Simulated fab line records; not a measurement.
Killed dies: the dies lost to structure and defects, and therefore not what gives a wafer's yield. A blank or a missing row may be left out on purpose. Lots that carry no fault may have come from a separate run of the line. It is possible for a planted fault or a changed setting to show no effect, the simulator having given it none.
Lot-split experiment :: flow n5-finfet :: route with 1938 steps; 7 lots, 39 wafers read

== ABOUT THE SPLIT ==
At N5_FIN_CUT_CUT_ETCH_26 (etches SiNx in CH3F/O2, target depth 39 nm, time 55.7 s), the setting time-s was moved away from the recipe's 55.7 s on 12 of the 39 wafers read, by -16.1% to +45.0%. All remaining wafers had this setting at the recipe value.

Reading taken at the split's own step.

== THE READING ==
SOC_of_FIN_CUT_COAT_18.thk-nm (the simulator's own value, which no gauge read), in nm, at N5_FIN_CUT_CUT_ETCH_26 (etches SiNx in CH3F/O2, target depth 39 nm, time 55.7 s). There is no usual value for it anywhere in the file. Here, 27 wafers ran the recipe; their average is 211.4 nm with a standard deviation of 0.63 nm.

wafer: L078.1
tool, chamber at the split: rie-diel-01, 2
time-s as run, s: 55.7
against the recipe: recipe
SOC_of_FIN_CUT_COAT_18.thk-nm, nm: 211.6
against lot-mates on the recipe: -

wafer: L078.2
tool, chamber at the split: rie-diel-01, 0
time-s as run, s: 55.7
against the recipe: recipe
SOC_of_FIN_CUT_COAT_18.thk-nm, nm: 210.8
against lot-mates on the recipe: -

wafer: L078.3
tool, chamber at the split: rie-diel-01, 3
time-s as run, s: 55.7
against the recipe: recipe
SOC_of_FIN_CUT_COAT_18.thk-nm, nm: 209.8
against lot-mates on the recipe: -

wafer: L078.4
tool, chamber at the split: rie-diel-01, 1
time-s as run, s: 55.7
against the recipe: recipe
SOC_of_FIN_CUT_COAT_18.thk-nm, nm: 212
against lot-mates on the recipe: -

wafer: L078.5
tool, chamber at the split: rie-diel-01, 3
time-s as run, s: 55.7
against the recipe: recipe
SOC_of_FIN_CUT_COAT_18.thk-nm, nm: 210.2
against lot-mates on the recipe: -

wafer: L078.6
tool, chamber at the split: rie-diel-01, 2
time-s as run, s: 55.7
against the recipe: recipe
SOC_of_FIN_CUT_COAT_18.thk-nm, nm: 211
against lot-mates on the recipe: -

wafer: L083.1
tool, chamber at the split: rie-diel-04, 0
time-s as run, s: 55.7
against the recipe: recipe
SOC_of_FIN_CUT_COAT_18.thk-nm, nm: 211.6
against lot-mates on the recipe: -

wafer: L083.5
tool, chamber at the split: rie-diel-04, 0
time-s as run, s: 55.7
against the recipe: recipe
SOC_of_FIN_CUT_COAT_18.thk-nm, nm: 211.6
against lot-mates on the recipe: -

wafer: L083.2
tool, chamber at the split: rie-diel-04, 1
time-s as run, s: 64.33
against the recipe: +15.5%
SOC_of_FIN_CUT_COAT_18.thk-nm, nm: 208.6
against lot-mates on the recipe: -2.9

wafer: L083.3
tool, chamber at the split: rie-diel-04, 2
time-s as run, s: 64.33
against the recipe: +15.5%
SOC_of_FIN_CUT_COAT_18.thk-nm, nm: 209.4
against lot-mates on the recipe: -2.1

wafer: L083.4
tool, chamber at the split: rie-diel-04, 3
time-s as run, s: 55.7
against the recipe: recipe
SOC_of_FIN_CUT_COAT_18.thk-nm, nm: 211.4
against lot-mates on the recipe: -

wafer: L083.6
tool, chamber at the split: rie-diel-04, 1
time-s as run, s: 64.33
against the recipe: +15.5%
SOC_of_FIN_CUT_COAT_18.thk-nm, nm: 209.2
against lot-mates on the recipe: -2.3

wafer: L085.1
tool, chamber at the split: rie-diel-04, 3
time-s as run, s: 55.7
against the recipe: recipe
SOC_of_FIN_CUT_COAT_18.thk-nm, nm: 211.4
against lot-mates on the recipe: -

wafer: L085.2
tool, chamber at the split: rie-diel-04, 1
time-s as run, s: 46.76
against the recipe: -16.1%
SOC_of_FIN_CUT_COAT_18.thk-nm, nm: 213.8
against lot-mates on the recipe: +2.2

wafer: L085.3
tool, chamber at the split: rie-diel-04, 0
time-s as run, s: 55.7
against the recipe: recipe
SOC_of_FIN_CUT_COAT_18.thk-nm, nm: 211.6
against lot-mates on the recipe: -

wafer: L085.4
tool, chamber at the split: rie-diel-04, 2
time-s as run, s: 46.76
against the recipe: -16.1%
SOC_of_FIN_CUT_COAT_18.thk-nm, nm: 214.2
against lot-mates on the recipe: +2.6

wafer: L085.5
tool, chamber at the split: rie-diel-04, 1
time-s as run, s: 46.76
against the recipe: -16.1%
SOC_of_FIN_CUT_COAT_18.thk-nm, nm: 214.4
against lot-mates on the recipe: +2.8

wafer: L085.6
tool, chamber at the split: rie-diel-04, 0
time-s as run, s: 55.7
against the recipe: recipe
SOC_of_FIN_CUT_COAT_18.thk-nm, nm: 211.8
against lot-mates on the recipe: -

wafer: L087.1
tool, chamber at the split: rie-diel-01, 1
time-s as run, s: 55.7
against the recipe: recipe
SOC_of_FIN_CUT_COAT_18.thk-nm, nm: 211.4
against lot-mates on the recipe: -

wafer: L087.2
tool, chamber at the split: rie-diel-01, 2
time-s as run, s: 55.7
against the recipe: recipe
SOC_of_FIN_CUT_COAT_18.thk-nm, nm: 211.8
against lot-mates on the recipe: -

wafer: L087.3
tool, chamber at the split: rie-diel-01, 3
time-s as run, s: 55.7
against the recipe: recipe
SOC_of_FIN_CUT_COAT_18.thk-nm, nm: 210.2
against lot-mates on the recipe: -

wafer: L087.4
tool, chamber at the split: rie-diel-01, 2
time-s as run, s: 55.7
against the recipe: recipe
SOC_of_FIN_CUT_COAT_18.thk-nm, nm: 211
against lot-mates on the recipe: -

wafer: L087.5
tool, chamber at the split: rie-diel-01, 3
time-s as run, s: 55.7
against the recipe: recipe
SOC_of_FIN_CUT_COAT_18.thk-nm, nm: 210.6
against lot-mates on the recipe: -

wafer: L087.6
tool, chamber at the split: rie-diel-01, 1
time-s as run, s: 55.7
against the recipe: recipe
SOC_of_FIN_CUT_COAT_18.thk-nm, nm: 211.4
against lot-mates on the recipe: -

wafer: L091.2
tool, chamber at the split: rie-diel-01, 0
time-s as run, s: 55.7
against the recipe: recipe
SOC_of_FIN_CUT_COAT_18.thk-nm, nm: 212.2
against lot-mates on the recipe: -

wafer: L091.3
tool, chamber at the split: rie-diel-01, 3
time-s as run, s: 55.7
against the recipe: recipe
SOC_of_FIN_CUT_COAT_18.thk-nm, nm: 211.6
against lot-mates on the recipe: -

wafer: L091.5
tool, chamber at the split: rie-diel-01, 2
time-s as run, s: 55.7
against the recipe: recipe
SOC_of_FIN_CUT_COAT_18.thk-nm, nm: 212.4
against lot-mates on the recipe: -

wafer: L096.1
tool, chamber at the split: rie-diel-01, 2
time-s as run, s: 55.7
against the recipe: recipe
SOC_of_FIN_CUT_COAT_18.thk-nm, nm: 211.6
against lot-mates on the recipe: -

wafer: L096.2
tool, chamber at the split: rie-diel-01, 3
time-s as run, s: 55.7
against the recipe: recipe
SOC_of_FIN_CUT_COAT_18.thk-nm, nm: 211.2
against lot-mates on the recipe: -

wafer: L096.3
tool, chamber at the split: rie-diel-01, 1
time-s as run, s: 55.7
against the recipe: recipe
SOC_of_FIN_CUT_COAT_18.thk-nm, nm: 211.2
against lot-mates on the recipe: -

wafer: L096.4
tool, chamber at the split: rie-diel-01, 0
time-s as run, s: 80.76
against the recipe: +45.0%
SOC_of_FIN_CUT_COAT_18.thk-nm, nm: 203.4
against lot-mates on the recipe: -7.9

wafer: L096.5
tool, chamber at the split: rie-diel-01, 2
time-s as run, s: 80.76
against the recipe: +45.0%
SOC_of_FIN_CUT_COAT_18.thk-nm, nm: 203.6
against lot-mates on the recipe: -7.7

wafer: L096.6
tool, chamber at the split: rie-diel-01, 3
time-s as run, s: 80.76
against the recipe: +45.0%
SOC_of_FIN_CUT_COAT_18.thk-nm, nm: 202.2
against lot-mates on the recipe: -9.1

wafer: L097.1
tool, chamber at the split: rie-diel-04, 3
time-s as run, s: 55.7
against the recipe: recipe
SOC_of_FIN_CUT_COAT_18.thk-nm, nm: 212.4
against lot-mates on the recipe: -

wafer: L097.2
tool, chamber at the split: rie-diel-04, 1
time-s as run, s: 55.7
against the recipe: recipe
SOC_of_FIN_CUT_COAT_18.thk-nm, nm: 211.2
against lot-mates on the recipe: -

wafer: L097.3
tool, chamber at the split: rie-diel-04, 2
time-s as run, s: 80.49
against the recipe: +44.5%
SOC_of_FIN_CUT_COAT_18.thk-nm, nm: 203.8
against lot-mates on the recipe: -8.0

wafer: L097.4
tool, chamber at the split: rie-diel-04, 0
time-s as run, s: 55.7
against the recipe: recipe
SOC_of_FIN_CUT_COAT_18.thk-nm, nm: 211.8
against lot-mates on the recipe: -

wafer: L097.5
tool, chamber at the split: rie-diel-04, 1
time-s as run, s: 80.49
against the recipe: +44.5%
SOC_of_FIN_CUT_COAT_18.thk-nm, nm: 204.2
against lot-mates on the recipe: -7.6

wafer: L097.6
tool, chamber at the split: rie-diel-04, 2
time-s as run, s: 80.49
against the recipe: +44.5%
SOC_of_FIN_CUT_COAT_18.thk-nm, nm: 203.2
against lot-mates on the recipe: -8.6

FIT RESULTS
A straight line over all 39 wafers: SOC_of_FIN_CUT_COAT_18.thk-nm changes by -0.176 nm for each +1% of time-s; r = -0.98; the points scatter about the line by 0.61 nm.
The same after taking each lot's own level away (the mean of its wafers on the recipe; 39 wafers): -0.179 nm for each +1%; r = -0.99; scatter 0.5 nm.
According to that fit, moving time-s by its largest amount changes the reading by 8.1 nm.
Measured against the standard deviation above, the lots' own levels, which go from 210.90 to 212.07 nm, span 1.9 times it.
The two slopes are in agreement: the lot-to-lot level therefore moves the slope only a little.
Check: with one of the wafers moved furthest among these (+45.0%) left out of the fit, the line predicts -8.12 nm for it against its lot-mates. It came out at -7.93 nm against them.

== THE WHOLE CHAIN: every reading that the file lists as answering this split, in the file's order ==
step: N5_FIN_CUT_CUT_ETCH_26
what it does: etches SiNx in CH3F/O2, target depth 39 nm, time 55.7 s
reading: etch.depth-nm (the simulator's own value, which no gauge read)
change (the file's fit): +0.388 nm for each +1% of the setting
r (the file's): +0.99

step: N5_FIN_CUT_CUT_ETCH_26
what it does: etches SiNx in CH3F/O2, target depth 39 nm, time 55.7 s
reading: SOC_of_FIN_CUT_COAT_18.thk-nm (the simulator's own value, which no gauge read)
change (the file's fit): -0.18 nm for each +1% of the setting
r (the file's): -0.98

== FILE'S OWN FIT ==
SOC_of_FIN_CUT_COAT_18.thk-nm changes by -0.18 nm for each +1% of time-s, r = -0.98.
